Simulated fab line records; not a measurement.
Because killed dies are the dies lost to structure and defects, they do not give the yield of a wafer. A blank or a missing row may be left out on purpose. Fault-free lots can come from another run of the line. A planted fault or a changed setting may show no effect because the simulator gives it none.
fab line records -- flow nand-harc -- part 1 of 2: steps 1 to 26 of 38
record: lots: 5, wafers: 15, last-day: 24
route steps=1159 shown P_M0@282 P_M1@285 P_M2@318
lots that met no fault: taken from a fault-free run of the same line
start-h: the number of hours between the record's first day and the start of the first shown wafer of the lot -- wait-h: how many hours have passed since the lot's step before this one -- " repeats the value in the row above -- L1.1+2: one row covering several wafers at once -- - either no value or no given start -- * or withheld: withheld -- < > ~ a bound
route shown NAME@n: NAME is a module with steps in the file, n the number in the route of the first one -- usual: mean/standard deviation of fault-free wafers -- same: alike in all rows -- chamber/n: place in a boat -- sites: per-site readings -- _std_site: standard deviation of those values -- _edge_site: inner sites' mean taken away from outer sites' mean -- radius-mm: how far each site lies from the wafer's centre -- mask NAME#n: copy n -- behind: the tool/chamber that last shaped the wafer -- hold: why the lot was held/for how many hours/how that ended -- device: names the non-switching transistor (n, p or np) -- end of line: the same wafers' tests at the end of the route -- a step without rows: its recipe alone -- killed: count of dies lost to structure and defects at first sort (not the wafer's yield) -- map: the dies of a wafer, with x for killed, . for not killed, _ for no die there
set.NAME: the setting as run; set.NAME@STEP: as run at that earlier step -- model.NAME: the simulator's own value behind a step, which no gauge read
lots seen at some steps along the route; tables by step, rows by wafer
services: a tool's chamber out of use, with start hour (start-h, from the record's first day; less than 0 if before it), hours out, and reason
== steps ==
step: NHARC_P_M0_INSPECT_27
usual: raw-defect-count: 282/100
lot.wafer,tool,chamber,start-h,wait-h,raw-defect-count
L075.2,defect-inspect-01,-,127.40,0.0,363
L075.3,defect-inspect-01,-,127.40,0.0,411
L075.5,defect-inspect-01,-,127.40,0.0,183
L081.1,defect-inspect-01,-,157.72,0.0,402
L081.5,defect-inspect-01,-,157.72,0.0,280
L081.6,defect-inspect-01,-,157.72,0.0,346
L084.1,defect-inspect-02,-,197.52,0.0,189
L084.4,defect-inspect-02,-,197.52,0.0,303
L084.6,defect-inspect-02,-,197.52,0.0,238
L088.2,defect-inspect-01,-,197.75,0.0,388
L088.3,defect-inspect-01,-,197.75,0.0,223
L088.4,defect-inspect-01,-,197.75,0.0,210
L096.2,defect-inspect-01,-,250.96,0.0,425
L096.5,defect-inspect-01,-,250.96,0.0,189
L096.6,defect-inspect-01,-,250.96,0.0,216
step: NHARC_P_M0_PRE_CLEAN_31
recipe: time-s: 12, temp-c: 370, rf-power-w: 300, gas: NH3
usual: heater-power-outer-w: 370/40, heater-power-w: 626/62
same: time-s: 12
lot.wafer,tool,chamber,start-h,wait-h,heater-power-outer-w,heater-power-w,since-wet-clean-h
L075.2,pecvd-03,1,127.47,0.1,367,626,3
L075.3,pecvd-03,2,127.47,0.1,374,659,3
L075.5,pecvd-03,2,127.47,0.1,366,666,-
L081.1,pecvd-03,2,157.93,0.2,404,708,34
L081.5,pecvd-03,2,157.93,0.2,402,731,-
L081.6,pecvd-03,0,157.93,0.2,403,628,-
L084.1,pecvd-02,2,197.61,0.1,318,548,32
L084.4,pecvd-02,0,197.61,0.1,382,650,-
L084.6,pecvd-02,2,197.61,0.1,330,551,-
L088.3,pecvd-03,1,197.82,0.1,344,606,74
L088.2,pecvd-03,0,197.82,0.1,435,670,74
L088.4,pecvd-03,2,197.82,0.1,378,669,-
L096.2,pecvd-03,0,251.05,0.1,438,682,127
L096.6,pecvd-03,1,251.05,0.1,324,572,-
L096.5,pecvd-03,0,251.05,0.1,426,672,-
step: NHARC_P_M0_DEP_32
recipe: target-thk-a: 300, temp-c: 370, target-thk-nm: 30, pressure-torr: 3, flow-sccm: 200, rf-w: 450, material: SiCN
usual: heater-power-outer-w: 333/44, heater-power-w: 580/69
lot.wafer,tool,chamber,start-h,wait-h,heater-power-outer-w,heater-power-w,since-wet-clean-h
L075.2,pecvd-03,1,127.54,0.1,292,535,4
L075.3,pecvd-03,2,127.54,0.1,300,585,4
L075.5,pecvd-03,2,127.54,0.1,313,568,-
L081.1,pecvd-03,2,158.05,0.1,373,673,34
L081.5,pecvd-03,2,158.05,0.1,382,689,-
L081.6,pecvd-03,0,158.05,0.1,367,602,-
L084.1,pecvd-02,2,197.75,0.1,259,450,32
L084.4,pecvd-02,0,197.75,0.1,343,593,-
L084.6,pecvd-02,2,197.75,0.1,259,468,-
L088.3,pecvd-03,1,197.90,0.1,330,606,74
L088.2,pecvd-03,0,197.90,0.1,372,600,74
L088.4,pecvd-03,2,197.90,0.1,303,588,-
L096.2,pecvd-03,0,251.19,0.1,349,566,127
L096.6,pecvd-03,1,251.19,0.1,264,524,-
L096.5,pecvd-03,0,251.19,0.1,355,582,-
step: NHARC_P_M1_DEP_00
recipe: target-thk-a: 1825, target-thk-nm: 182.5, temp-c: withheld, pressure-torr: 5, flow-sccm: 200, rf-w: 600, material: SiOC
lot.wafer,tool,chamber,start-h,wait-h,since-wet-clean-h
L075.3,pecvd-03,2,-,-,4
L075.2,pecvd-03,0,-,-,4
L075.5,pecvd-03,1,-,-,-
L081.1,pecvd-01,1,158.60,0.5,90
L081.6,pecvd-01,1,158.60,0.5,-
L081.5,pecvd-01,0,158.60,0.5,-
L084.1,pecvd-01,1,198.08,-,129
L084.6,pecvd-01,2,198.08,-,-
L084.4,pecvd-01,0,198.08,-,-
L088.2,pecvd-03,0,-,-,74
L088.3,pecvd-03,1,-,-,74
L088.4,pecvd-03,1,-,-,-
L096.2,pecvd-01,2,251.52,-,1
L096.6,pecvd-01,0,251.52,-,-
L096.5,pecvd-01,1,251.52,-,-
step: NHARC_P_M1_DEHYDRATE_01
recipe: temp-c: 150, time-s: 120
same: time-s: 120
lot.wafer,tool,chamber,start-h,wait-h
L075.2+3+5,litho-track-06,0,128.48,-
L081.1+5+6,litho-track-04,0,159.00,-
L084.1+4+6,litho-track-06,0,198.48,-
L088.2+3+4,litho-track-01,0,198.69,-
L096.2+5+6,litho-track-01,0,251.93,-
step: NHARC_P_M1_HMDS_02
recipe: time-s: 30
same: time-s: 30
lot.wafer,tool,chamber,start-h,wait-h
L075.2+3+5,litho-track-06,0,-,-
L081.1+5+6,litho-track-04,0,-,-
L084.1+4+6,litho-track-06,0,-,-
L088.2+3+4,litho-track-01,0,-,-
L096.2+5+6,litho-track-01,0,-,-
step: NHARC_P_M1_COAT_34
recipe: temp-c: 200, time-s: 65
same: time-s: 65
lot.wafer,tool,chamber,start-h,wait-h
L075.2+3+5,litho-track-06,0,-,-
L081.1+5+6,litho-track-04,0,-,-
L084.1+4+6,litho-track-06,0,-,-
L088.2+3+4,litho-track-01,0,-,-
L096.2+5+6,litho-track-01,0,-,-
step: NHARC_P_M1_COAT_03
recipe: spin-rpm: 1500, resist-thk-nm: 90
lot.wafer,tool,chamber,start-h,wait-h
L075.2+3+5,litho-track-06,0,-,-
L081.1+5+6,litho-track-04,0,-,-
L084.1+4+6,litho-track-06,0,-,-
L088.2+3+4,litho-track-01,0,-,-
L096.2+5+6,litho-track-01,0,-,-
step: NHARC_P_M1_SOFTBAKE_04
recipe: temp-c: 105, time-s: 55
same: time-s: 55
lot.wafer,tool,chamber,start-h,wait-h
L075.2+3+5,litho-track-06,0,-,-
L081.1+5+6,litho-track-04,0,-,-
L084.1+4+6,litho-track-06,0,-,-
L088.2+3+4,litho-track-01,0,-,-
L096.2+5+6,litho-track-01,0,-,-
step: NHARC_P_M1_EBR_05
lot.wafer,tool,chamber,start-h,wait-h
L075.2+3+5,litho-track-06,0,-,-
L081.1+5+6,litho-track-04,0,-,-
L084.1+4+6,litho-track-06,0,-,-
L088.2+3+4,litho-track-01,0,-,-
L096.2+5+6,litho-track-01,0,-,-
step: NHARC_P_M1_EXPOSE_06
recipe: na: 1.35, target-cd-nm: 130, dose-mj: 81.88, mask-id: P_M1
lot.wafer,tool,chamber,start-h,wait-h,mask
L075.2+3+5,arfi-scanner-03,0,128.77,-,P_M1#0
L081.1+5+6,arfi-scanner-03,0,159.29,-,P_M1#0
L084.1+4+6,arfi-scanner-03,0,198.76,-,P_M1#0
L088.2+3+4,arfi-scanner-02,0,198.99,-,P_M1#0
L096.2+5+6,arfi-scanner-02,0,252.10,-,P_M1#0
step: NHARC_P_M1_PEB_07
recipe: peb-temp-c: 100, peb-time-s: 65
same: peb-time-s: 65
lot.wafer,tool,chamber,start-h,wait-h
L075.2+3+5,litho-track-04,0,128.83,0.1
L081.1+5+6,litho-track-06,0,159.35,0.1
L084.1+4+6,litho-track-06,0,198.83,0.1
L088.2+3+4,litho-track-01,0,199.04,0.1
L096.2+5+6,litho-track-04,0,252.16,0.1
step: NHARC_P_M1_DEVELOP_08
recipe: develop-time-s: 35, dev-temp-c: 23
lot.wafer,tool,chamber,start-h,wait-h
L075.2+3+5,litho-track-04,0,-,-
L081.1+5+6,litho-track-06,0,-,-
L084.1+4+6,litho-track-06,0,-,-
L088.2+3+4,litho-track-01,0,-,-
L096.2+5+6,litho-track-04,0,-,-
step: NHARC_P_M1_CD_MEAS_09
recipe: target-cd-nm: 130, landing-energy-ev: 500
usual: cd-nm: 129.6/0.67
same: landing-energy-ev: 500
lot.wafer,tool,chamber,start-h,wait-h,cd-nm
L075.2,cd-sem-01,0,128.91,-,130.1
L075.3,cd-sem-01,0,128.91,-,131.1
L075.5,cd-sem-01,0,128.91,-,131.1
L081.1,cd-sem-02,0,159.43,-,129.6
L081.5,cd-sem-02,0,159.43,-,128.8
L081.6,cd-sem-02,0,159.43,-,129.5
L084.1,cd-sem-01,0,198.90,-,128.7
L084.4,cd-sem-01,0,198.90,-,129.5
L084.6,cd-sem-01,0,198.90,-,129.5
L088.2,cd-sem-01,0,199.12,-,128.3
L088.3,cd-sem-01,0,199.12,-,130.5
L088.4,cd-sem-01,0,199.12,-,130.3
L096.2,cd-sem-01,0,252.24,-,130.2
L096.5,cd-sem-01,0,252.24,-,130.1
L096.6,cd-sem-01,0,252.24,-,129.2
step: NHARC_P_M1_OVL_MEAS_10
recipe: pitch-nm: 260
usual: overlay-x-nm: 0.1/0.79, overlay-y-nm: -0.1/0.68
lot.wafer,tool,chamber,start-h,wait-h,overlay-x-nm,overlay-y-nm
L075.2,overlay-02,-,129.00,-,1.5,-0.2
L075.3,overlay-02,-,129.00,-,1.2,-0.5
L075.5,overlay-02,-,129.00,-,0.7,-0.2
L081.1,overlay-01,-,159.52,-,0.1,0.0
L081.5,overlay-01,-,159.52,-,0.7,-0.8
L081.6,overlay-01,-,159.52,-,-0.2,0.3
L084.1,overlay-02,-,198.99,-,0.2,-1.3
L084.4,overlay-02,-,198.99,-,0.4,-1.4
L084.6,overlay-02,-,198.99,-,0.5,-1.2
L088.2,overlay-01,-,199.21,-,0.0,1.3
L088.3,overlay-01,-,199.21,-,0.5,0.8
L088.4,overlay-01,-,199.21,-,0.4,0.9
L096.2,overlay-02,-,252.32,-,-0.5,0.3
L096.5,overlay-02,-,252.32,-,0.2,0.1
L096.6,overlay-02,-,252.32,-,0.0,0.6
step: NHARC_P_M1_INSPECT_11
usual: raw-defect-count: 4.1/2.4
lot.wafer,tool,chamber,start-h,wait-h,raw-defect-count
L075.2,defect-inspect-01,-,129.03,0.0,2
L075.3,defect-inspect-01,-,129.03,0.0,7
L075.5,defect-inspect-01,-,129.03,0.0,2
L081.1,defect-inspect-01,-,159.56,0.0,7
L081.5,defect-inspect-01,-,159.56,0.0,9
L081.6,defect-inspect-01,-,159.56,0.0,4
L084.1,defect-inspect-01,-,199.03,0.0,3
L084.4,defect-inspect-01,-,199.03,0.0,4
L084.6,defect-inspect-01,-,199.03,0.0,1
L088.2,defect-inspect-02,-,199.25,0.0,4
L088.3,defect-inspect-02,-,199.25,0.0,2
L088.4,defect-inspect-02,-,199.25,0.0,3
L096.2,defect-inspect-02,-,252.38,0.1,9
L096.5,defect-inspect-02,-,252.38,0.1,5
L096.6,defect-inspect-02,-,252.38,0.1,5
step: NHARC_P_M1_DESCUM_14
recipe: time-s: 3, o2-flow-sccm: 200, ar-flow-sccm: 0, bias-power-w: 0, chemistry: O2
usual: drypump-motor-current-A: 5.8/0.38, mfc-ar-sccm: 0.008/0.012, oes-product-au: 0.998/0.015, rf-vpp-V: 57.9/0.83, showerhead-plenum-p-Torr: 1.96/0.068, throttle-valve-pct: 11.311/0.0092
same: time-s: 3
lot.wafer,tool,chamber,start-h,wait-h,drypump-motor-current-A,mfc-ar-sccm,oes-product-au,rf-hours-counter-h,rf-vpp-V,showerhead-plenum-p-Torr,throttle-valve-pct
L075.3,rie-diel-06,3,129.10,0.1,5.6,0,1.015,4,58.1,1.91,11.297
L075.2,rie-diel-06,0,129.10,0.1,5.5,0.015,0.992,4,58.4,1.97,11.318
L075.5,rie-diel-06,2,129.10,0.1,5.2,0.017,1.018,-,59.2,2.01,11.327
L081.1,rie-diel-01,0,159.65,0.1,6.4,0,0.996,1,58.9,2.06,11.322
L081.6,rie-diel-01,1,159.65,0.1,5.5,0,1.002,-,57.9,1.92,11.297
L081.5,rie-diel-01,2,159.65,0.1,5.7,0.018,1.026,-,58.0,1.91,11.308
L084.1,rie-diel-01,3,199.09,0.1,5.8,0.006,1.005,4,57.5,1.91,11.307
L084.4,rie-diel-01,0,199.09,0.1,6.4,0,0.992,4,57.4,2.06,11.319
L084.6,rie-diel-01,0,199.09,0.1,6.4,0,0.993,-,57.1,2.06,11.306
L088.2,rie-diel-06,3,199.31,0.1,5.6,0,1.017,7,57.8,1.91,11.303
L088.4,rie-diel-06,0,199.31,0.1,5.5,0.015,0.979,7,58.1,1.96,11.320
L088.3,rie-diel-06,2,199.31,0.1,5.2,0.017,1.015,8,60.9,2.01,11.302
L096.2,rie-diel-12,3,252.44,0.1,5.4,0,1.000,1,58.4,2.02,11.325
L096.5,rie-diel-12,2,252.44,0.1,5.4,0,0.976,-,59.0,1.92,11.323
L096.6,rie-diel-12,3,252.44,0.1,5.4,0,1.002,-,58.2,2.02,11.303
step: NHARC_P_M1_ETCH_35
recipe: target-depth-a: 400, overetch-a: 120, time-s: 43.94, ion-energy-ev: 200, n2-flow-sccm: 150, h2-flow-sccm: 150, ar-flow-sccm: 0, rf-w: 400, bias-w: 150, chemistry: N2/H2
usual: drypump-motor-current-A: 5.8/0.38, mfc-ar-sccm: 0.009/0.012, oes-product-au: 0.998/0.015, rf-vpp-V: 431.7/2.2, showerhead-plenum-p-Torr: 2.08/0.074, throttle-valve-pct: 14.172/0.0089
same: time-s: 43.94
lot.wafer,tool,chamber,start-h,wait-h,drypump-motor-current-A,mfc-ar-sccm,oes-product-au,rf-hours-counter-h,rf-vpp-V,showerhead-plenum-p-Torr,throttle-valve-pct
L075.3,rie-diel-06,2,129.18,0.1,5.2,0.017,1.014,5,433.4,2.15,14.152
L075.2,rie-diel-06,3,129.18,0.1,5.6,0,1.018,4,430.3,2.03,14.181
L075.5,rie-diel-06,2,129.18,0.1,5.2,0.017,1.017,-,432.8,2.15,14.175
L081.1,rie-diel-01,1,159.72,0.1,5.5,0,0.978,1,430.6,2.05,14.170
L081.5,rie-diel-01,3,159.72,0.1,5.8,0.006,0.983,-,430.7,2.03,14.192
L081.6,rie-diel-01,0,159.72,0.1,6.4,0,0.982,-,434.4,2.20,14.174
L084.1,rie-diel-01,1,199.18,0.1,5.6,0,0.964,4,429.9,2.05,14.184
L084.4,rie-diel-01,2,199.18,0.1,5.8,0.018,1.022,3,430.7,2.04,14.168
L084.6,rie-diel-01,1,199.18,0.1,5.5,0,0.975,-,430.7,2.05,14.170
L088.4,rie-diel-06,3,199.40,0.1,5.6,0,1.023,7,429.7,2.03,14.170
L088.2,rie-diel-06,0,199.40,0.1,5.5,0.015,0.992,7,431.9,2.09,14.185
L088.3,rie-diel-06,1,199.40,0.1,5.6,0.032,1.005,8,429.3,2.00,14.174
L096.2,rie-diel-12,0,252.52,0.1,6.4,0,1.002,1,433.4,2.19,14.166
L096.5,rie-diel-12,0,252.52,0.1,6.4,0,0.994,-,435.6,2.19,14.171
L096.6,rie-diel-12,1,252.52,0.1,6.1,0.041,1.015,-,428.7,1.97,14.169
step: NHARC_P_M1_ETCH_15
recipe: target-depth-a: 1825, time-s: 91.2, c4f8-flow-sccm: withheld, ar-flow-sccm: 400, rf-w: 600, bias-w: 300, chemistry: C4F8/Ar
usual: oes-product-au: 0.953/0.021, rf-vpp-V: 442.2/2.3
same: time-s: 91.2
lot.wafer,tool,chamber,start-h,wait-h,oes-product-au,rf-hours-counter-h,rf-vpp-V
L075.3,rie-diel-06,0,-,-,0.957,4,443.6
L075.2,rie-diel-06,1,-,-,0.968,5,438.9
L075.5,rie-diel-06,2,-,-,0.963,-,445.5
L081.1,rie-diel-01,0,-,-,0.962,1,445.3
L081.5,rie-diel-01,3,-,-,0.966,-,441.1
L081.6,rie-diel-01,0,-,-,0.968,-,445.9
L084.4,rie-diel-01,1,-,-,0.938,4,440.6
L084.1,rie-diel-01,2,-,-,0.973,3,440.9
L084.6,rie-diel-01,0,-,-,0.952,-,445.9
L088.3,rie-diel-06,2,-,-,0.929,8,444.1
L088.4,rie-diel-06,0,-,-,0.921,7,443.2
L088.2,rie-diel-06,1,-,-,0.924,8,438.7
L096.2,rie-diel-12,1,-,-,0.979,1,437.1
L096.6,rie-diel-12,1,-,-,0.982,-,439.5
L096.5,rie-diel-12,2,-,-,0.943,-,442.4
step: NHARC_P_M1_CD_MEAS_16
usual: cd-nm: 129.6/0.97
lot.wafer,tool,chamber,start-h,wait-h,cd-nm
L075.2,cd-sem-02,-,129.40,-,130.9
L075.3,cd-sem-02,-,129.40,-,131.3
L075.5,cd-sem-02,-,129.40,-,132.2
L081.1,cd-sem-01,-,159.93,-,129.2
L081.5,cd-sem-01,-,159.93,-,128.7
L081.6,cd-sem-01,-,159.93,-,130.1
L084.1,cd-sem-02,-,199.40,-,128.3
L084.4,cd-sem-02,-,199.40,-,129.8
L084.6,cd-sem-02,-,199.40,-,129.9
L088.2,cd-sem-03,-,199.61,-,128.3
L088.3,cd-sem-03,-,199.61,-,130.7
L088.4,cd-sem-03,-,199.61,-,130.2
L096.2,cd-sem-02,-,252.74,-,129.4
L096.5,cd-sem-02,-,252.74,-,130.0
L096.6,cd-sem-02,-,252.74,-,128.8
step: NHARC_P_M1_STRIP_18
recipe: power-w: 1000, n2-flow-sccm: 150, h2-flow-sccm: 150, ar-flow-sccm: 0, bias-w: 0, chemistry: N2/H2
usual: drypump-motor-current-A: 5.7/0.36, mfc-ar-sccm: 0.013/0.014, oes-product-au: 1.001/0.014, rf-vpp-V: 90.9/0.9, showerhead-plenum-p-Torr: 2.08/0.073, throttle-valve-pct: 14.172/0.0096
lot.wafer,tool,chamber,start-h,wait-h,drypump-motor-current-A,mfc-ar-sccm,oes-product-au,rf-hours-counter-h,rf-vpp-V,showerhead-plenum-p-Torr,throttle-valve-pct
L075.3,rie-diel-12,0,129.51,0.1,6.4,0,1.011,3,91.0,2.19,14.184
L075.2,rie-diel-12,2,129.51,0.1,5.4,0,0.983,3,91.4,2.04,14.175
L075.5,rie-diel-12,0,129.51,0.1,6.4,0,1.010,-,93.1,2.19,14.166
L081.1,rie-diel-12,1,160.00,0.1,6.1,0.041,1.017,3,90.0,1.97,14.173
L081.6,rie-diel-12,1,160.00,0.1,6.1,0.041,1.020,-,90.8,1.97,14.178
L081.5,rie-diel-12,2,160.00,0.1,5.4,0,0.996,-,90.7,2.04,14.167
L084.1,rie-diel-12,3,199.50,0.1,5.4,0,0.998,4,92.4,2.16,14.175
L084.4,rie-diel-12,0,199.50,0.1,6.4,0,0.998,4,90.7,2.19,14.175
L084.6,rie-diel-12,2,199.50,0.1,5.4,0,0.976,-,91.1,2.04,14.171
L088.3,rie-diel-06,1,199.69,0.1,5.7,0.032,1.002,8,90.7,2.00,14.170
L088.4,rie-diel-06,2,199.69,0.1,5.2,0.017,1.013,8,91.8,2.15,14.151
L088.2,rie-diel-06,0,199.69,0.1,5.5,0.015,0.999,7,91.1,2.10,14.159
L096.2,rie-diel-06,3,252.84,0.1,5.7,0,1.035,1,92.0,2.03,14.173
L096.5,rie-diel-06,2,252.84,0.1,5.2,0.017,1.010,-,91.8,2.14,14.161
L096.6,rie-diel-06,3,252.84,0.1,5.7,0,1.041,-,92.6,2.03,14.175
step: NHARC_P_M1_ETCH_28
recipe: target-depth-a: 300, over-etch-frac: 0.3, time-s: 72.99, ion-energy-ev: 150, cf4-flow-sccm: 50, n2-flow-sccm: 100, ar-flow-sccm: 150, rf-w: 300, bias-w: 100, chemistry: CF4/N2
usual: drypump-motor-current-A: 5.7/0.38, mfc-ar-sccm: 150.1/0.47, oes-product-au: 1.003/0.014, rf-vpp-V: 315.2/1.8, showerhead-plenum-p-Torr: 2.68/0.088, throttle-valve-pct: 19.795/0.0094
same: time-s: 72.99
lot.wafer,tool,chamber,start-h,wait-h,drypump-motor-current-A,mfc-ar-sccm,oes-product-au,rf-hours-counter-h,rf-vpp-V,showerhead-plenum-p-Torr,throttle-valve-pct
L075.2,rie-diel-12,3,-,-,5.4,150.4,0.998,2,318.8,2.77,19.787
L075.3,rie-diel-12,2,-,-,5.4,150.3,0.996,3,313.9,2.63,19.803
L075.5,rie-diel-12,0,-,-,6.4,150.8,1.010,-,317.2,2.80,19.807
L081.1,rie-diel-12,0,-,-,6.4,149.8,1.022,4,317.7,2.80,19.786
L081.6,rie-diel-12,0,-,-,6.4,150.2,1.018,-,318.4,2.80,19.808
L081.5,rie-diel-12,1,-,-,6.1,150.6,1.012,-,314.3,2.54,19.785
L084.1,rie-diel-12,2,-,-,5.4,150.7,0.983,4,313.0,2.63,19.793
L084.4,rie-diel-12,3,-,-,5.4,149.9,1.000,4,316.3,2.77,19.792
L084.6,rie-diel-12,2,-,-,5.3,150.7,0.979,-,313.2,2.63,19.784
L088.4,rie-diel-06,0,-,-,5.5,149.8,0.986,7,316.2,2.69,19.801
L088.3,rie-diel-06,1,-,-,5.7,149.7,0.996,8,312.1,2.58,19.786
L088.2,rie-diel-06,2,-,-,5.2,150.2,1.013,8,317.2,2.75,19.790
L096.2,rie-diel-06,1,-,-,5.7,149.7,1.003,0,314.3,2.58,19.797
L096.6,rie-diel-06,1,-,-,5.7,150.3,0.995,-,312.6,2.58,19.802
L096.5,rie-diel-06,2,-,-,5.2,149.6,1.017,-,316.6,2.75,19.781
step: NHARC_P_M1_STRIP_19
recipe: time-s: 600, temp-c: 30, chemistry: post-etch-residue-remover
same: time-s: 600
lot.wafer,tool,chamber,start-h,wait-h
L075.2+3+5,wet-bench-10,"5,6,7",129.91,-
L081.6+1+5,wet-bench-08,"5,7,0",160.38,-
L084.4+6+1,wet-bench-08,"7,2,3",199.85,-
L088.4+2+3,wet-bench-10,"0,3,4",200.06,-
L096.6+2+5,wet-bench-08,"1,2,3",253.20,-
step: NHARC_P_M1_DEGAS_29
recipe: temp-c: 250, time-s: 60
usual: heater-power-w: 328/20
same: time-s: 60
lot.wafer,tool,chamber,start-h,wait-h,heater-power-w
L075.2,pvd-sputter-03,-,130.18,-,314
L075.3,pvd-sputter-03,-,130.18,-,298
L075.5,pvd-sputter-03,-,130.18,-,357
L081.1,pvd-sputter-02,-,160.67,-,355
L081.5,pvd-sputter-02,-,160.67,-,316
L081.6,pvd-sputter-02,-,160.67,-,309
L084.1,pvd-sputter-03,-,200.11,-,355
L084.4,pvd-sputter-03,-,200.11,-,301
L084.6,pvd-sputter-03,-,200.11,-,358
L088.3,pvd-sputter-01,-,200.34,-,346
L088.2,pvd-sputter-01,-,200.34,-,313
L088.4,pvd-sputter-01,-,200.34,-,336
L096.2,pvd-sputter-01,-,253.46,-,318
L096.5,pvd-sputter-01,-,253.46,-,316
L096.6,pvd-sputter-01,-,253.46,-,331
step: NHARC_P_M1_PRE_CLEAN_30
recipe: time-s: 30, temp-c: 280, gas: H2/He
usual: heater-power-w: 401/24
same: time-s: 30
lot.wafer,tool,chamber,start-h,wait-h,heater-power-w
L075.3,pvd-sputter-03,-,-,-,373
L075.2,pvd-sputter-03,-,-,-,386
L075.5,pvd-sputter-03,-,-,-,390
L081.1,pvd-sputter-02,-,-,-,380
L081.5,pvd-sputter-02,-,-,-,384
L081.6,pvd-sputter-02,-,-,-,390
L084.4,pvd-sputter-03,-,-,-,381
L084.1,pvd-sputter-03,-,-,-,368
L084.6,pvd-sputter-03,-,-,-,378
L088.4,pvd-sputter-01,-,200.45,0.1,425
L088.3,pvd-sputter-01,-,200.45,0.1,454
L088.2,pvd-sputter-01,-,200.45,0.1,392
L096.2,pvd-sputter-01,-,-,-,400
L096.5,pvd-sputter-01,-,-,-,403
L096.6,pvd-sputter-01,-,-,-,423
step: NHARC_P_M1_PVD_20
recipe: target-thk-a: 50, bias-v: 168.6, power-w: 15000, chamber-pressure-pa: 0.12, time-s: 8.06, substrate-temp-c: 50, material: TaN
usual: throttle-valve-pct: 29.9/1.2
same: time-s: 8.06
lot.wafer,tool,chamber,start-h,wait-h,throttle-valve-pct
L075.2,pvd-sputter-03,-,-,-,30.5
L075.3,pvd-sputter-03,-,-,-,29.3
L075.5,pvd-sputter-03,-,-,-,28.7
L081.1,pvd-sputter-02,-,-,-,29.8
L081.6,pvd-sputter-02,-,-,-,30.0
L081.5,pvd-sputter-02,-,-,-,29.0
L084.4,pvd-sputter-03,-,-,-,29.3
L084.1,pvd-sputter-03,-,-,-,28.8
L084.6,pvd-sputter-03,-,-,-,31.4
L088.3,pvd-sputter-01,-,200.57,0.1,29.7
L088.2,pvd-sputter-01,-,200.57,0.1,27.4
L088.4,pvd-sputter-01,-,200.57,0.1,30.6
L096.2,pvd-sputter-01,-,-,-,30.3
L096.5,pvd-sputter-01,-,-,-,30.5
L096.6,pvd-sputter-01,-,-,-,29.8
